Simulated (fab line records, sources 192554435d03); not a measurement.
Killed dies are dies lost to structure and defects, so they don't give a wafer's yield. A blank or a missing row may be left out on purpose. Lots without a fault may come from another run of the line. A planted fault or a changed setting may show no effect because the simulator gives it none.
Chamber matching | flow n5_finfet | N5_BEOL_M11_VIA_ETCH_34 on rie_diel-05: 4 sister chambers
The step etches SiCOH lowk in C4F6/O2, target depth 184.5 nm, time 69.2 s. 4 wafers are shown with their chamber, then 7 later ones without.

WAFERS WITH THEIR CHAMBER
wafer  | chamber | showerhead_plenum_p_Torr (Torr)
L436.5 | 2       | 2.71
L440.3 | 1       | 2.81
L445.1 | 0       | 2.79
L445.2 | 3       | 2.90

WAFERS WITHOUT THEIR CHAMBER
wafer  | showerhead_plenum_p_Torr (Torr)
L445.4 | 2.81
L446.2 | 2.71
L446.3 | 2.80
L446.6 | 2.71
L448.1 | 2.89
L448.2 | 2.80
L448.4 | 2.79

WHICH CHAMBER EACH WENT THROUGH
wafer  | from the rows above     | in truth
L445.4 | 1                       | 1
L446.2 | 2                       | 2
L446.3 | can't be placed: 0 or 1 | 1
L446.6 | 2                       | 2
L448.1 | 3                       | 3
L448.2 | can't be placed: 0 or 1 | 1
L448.4 | 0                       | 0
Placed correctly: 5 of 7. Can't be placed from these rows: 2 (the true chamber is among the candidates in 2). Placed wrongly: 0.
How it was worked out, from the rows above alone: a wafer's distance from a chamber is the root of the sum, over the readings, of the square of ((its reading less the chamber's mean) divided by the reading's scatter). The wafer belongs to the nearest chamber; if the next one is less than 2 further off, it can't be placed. A chamber's mean is the mean of its shown wafers. The scatter: with one shown wafer a chamber, the root of the mean of the squares of how far each hidden wafer lies from its nearest shown one.
